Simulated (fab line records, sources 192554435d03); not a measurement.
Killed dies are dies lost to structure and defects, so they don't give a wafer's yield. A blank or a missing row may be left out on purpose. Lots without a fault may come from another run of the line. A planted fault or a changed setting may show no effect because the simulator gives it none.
A struck lot beside a sound one | flow n5_finfet | 15 steps out of a route of 1938
Sound: wafers L166.1, L166.2, L166.3. Struck: wafer L177.5. (L177.1, L177.4 of the same lot were not struck and are left out.) The cause comes at the end.
At each step with rows: each side's tool, then ch and its chambers, then its first start. Under that, the readings that differ: sound wafers | struck wafers | difference of the means | sigmas: that difference in standard deviations of wafers without a fault.
alike: readings whose means differ by less than 2 such deviations, and words and numbers that are the same on both sides. not compared: withheld readings, readings that some wafer has no value for, bounds like >300 that may hide the same value, and numbers for which the record gives no deviation and whose values overlap.
The two part at a step that has a row with sigmas, a row that says differs or no value, or rows on one side only. Numbers that don't overlap but have no deviation are shown without sigmas and don't part them. A reading that every wafer of one side lacks parts them only if that side has two wafers or more.

first, 1 step without rows for these wafers: N5_BEOL_M11_DEVELOP_27 (develop time 30 s).
N5_BEOL_M11_CD_MEAS_28: target cd 70 nm.
  sound on cd_sem-03 ch 0, day 11 18:41; struck on cd_sem-01 ch 0, day 14 13:35
  alike: cd_nm
N5_BEOL_M11_OVL_MEAS_29:
  sound on overlay-01 ch 0, day 11 18:43; struck on overlay-02 ch 0, day 14 13:37
  alike: V10_OVL
N5_BEOL_M11_INSPECT_30: inspects for defects (brightfield).
  sound on defect_inspect-01, day 11 18:44; struck on defect_inspect-02, day 14 13:38
  alike: raw_defect_count
N5_BEOL_M11_DESCUM_33: chemistry O2, time 7.9 s.
  sound on rie_diel-06 ch 1,2,3, day 11 18:46; struck on rie_diel-04 ch 3, day 14 13:41
  reading                         | sound          | struck | difference | sigmas
  showerhead_plenum_p_Torr (Torr) | 2.07 2.01 1.98 | 2.16   | +0.14      | +2
  alike: drypump_motor_current_A, oes_product_au, rf_vpp_V, temp_c, throttle_valve_pct
  not compared: rf_hours_counter_h
then, 1 step without rows for these wafers: N5_BEOL_M11_ETCH_65 (etches SiARC in CF4, target depth 39 nm, time 65 s).
N5_BEOL_M11_ETCH_66: etches SOC in N2/H2, target depth 120 nm, overetch 24 nm, time 180 s.
  sound on rie_diel-06 ch 1,2,3, day 11 18:52; struck on rie_diel-04 ch 3, day 14 13:46
  reading      | sound             | struck | difference | sigmas
  rf_vpp_V (V) | 524.7 518.3 520.4 | 526.3  | +5.2       | +2
  alike: drypump_motor_current_A, h2_flow_sccm, oes_product_au, run_length_s, showerhead_plenum_p_Torr, temp_c, throttle_valve_pct
  not compared: rf_hours_counter_h
then, 1 step without rows for these wafers: N5_BEOL_M11_STRIP_69 (strips in N2/H2).
N5_BEOL_M11_VIA_ETCH_34: etches SiCOH lowk in C4F6/O2, target depth 184.5 nm, time 69.2 s.
  sound on rie_diel-06 ch 1,2,3, day 11 18:59; struck on rie_diel-04 ch 3, day 14 13:53
  alike: drypump_motor_current_A, oes_f_703_au, oes_product_au, rf_vpp_V, run_length_s, showerhead_plenum_p_Torr, throttle_valve_pct
  not compared: rf_hours_counter_h
then, 1 step without rows for these wafers: N5_BEOL_M11_STRIP_73 (strips in C4F6/O2).
N5_BEOL_M11_STRIP_36: strips in N2/H2.
  sound on rie_diel-06 ch 1,2,3, day 11 19:03; struck on rie_diel-04 ch 3, day 14 13:57
  reading      | sound          | struck | difference | sigmas
  rf_vpp_V (V) | 57.9 57.8 57.8 | 62.2   | +4.4       | +3
  alike: drypump_motor_current_A, h2_flow_sccm, oes_product_au, power_w, showerhead_plenum_p_Torr, temp_c, throttle_valve_pct
  not compared: rf_hours_counter_h
then, 1 step without rows for these wafers: N5_BEOL_M11_TRENCH_ETCH_37 (etches SiCOH lowk in C4F6/O2, target depth 148.83 nm, time 48 s).
N5_BEOL_M11_ETCH_41: etches SiCN in CH3F/O2, target depth 42.6 nm, time 86 s.
  sound on rie_diel-06 ch 1,2,3, day 11 19:08; struck on rie_diel-04 ch 3, day 14 14:02
  reading                  | sound             | struck | difference | sigmas
  rf_vpp_V (V)             | 297.5 295.7 295.4 | 300.1  | +3.9       | +3
  run_length_s (s)         | 109.4 108.6 109.5 | 115.7  | +6.5       | +13
  model.etch.depth_nm (nm) | 32.65 32.63 32.49 | 34.64  | +2.05      |
  alike: drypump_motor_current_A, oes_product_au, showerhead_plenum_p_Torr, throttle_valve_pct
  not compared: rf_hours_counter_h
N5_BEOL_M11_STRIP_77: strips in N2/H2, time 10 s.
  sound on rie_diel-06 ch 1,2,3; struck on rie_diel-04 ch 3
  alike: drypump_motor_current_A, h2_flow_sccm, oes_product_au, rf_vpp_V, showerhead_plenum_p_Torr, temp_c, throttle_valve_pct
  not compared: rf_hours_counter_h
N5_PASSIVATION_PROBE_49:
  sound on prober-02, day 13 15:11; struck on prober-02, day 16 03:55
  alike: defect_limited_yield, killed_at_M0_to_M3, killed_at_M4_up, killed_at_contacts, killed_at_front_end, killed_at_other, killed_dies, killed_open, killed_short, sort_bin_5_function, sort_bin_6_memory, sort_bin_8_speed, sort_n_pass, sort_yield_pct

WHERE THEY PART
First at N5_BEOL_M11_DESCUM_33; last, within this record, at N5_BEOL_M11_ETCH_41. Later steps at which nothing parts them and some readings are alike: N5_BEOL_M11_STRIP_77, N5_PASSIVATION_PROBE_49.

WHY: what the simulator had put in
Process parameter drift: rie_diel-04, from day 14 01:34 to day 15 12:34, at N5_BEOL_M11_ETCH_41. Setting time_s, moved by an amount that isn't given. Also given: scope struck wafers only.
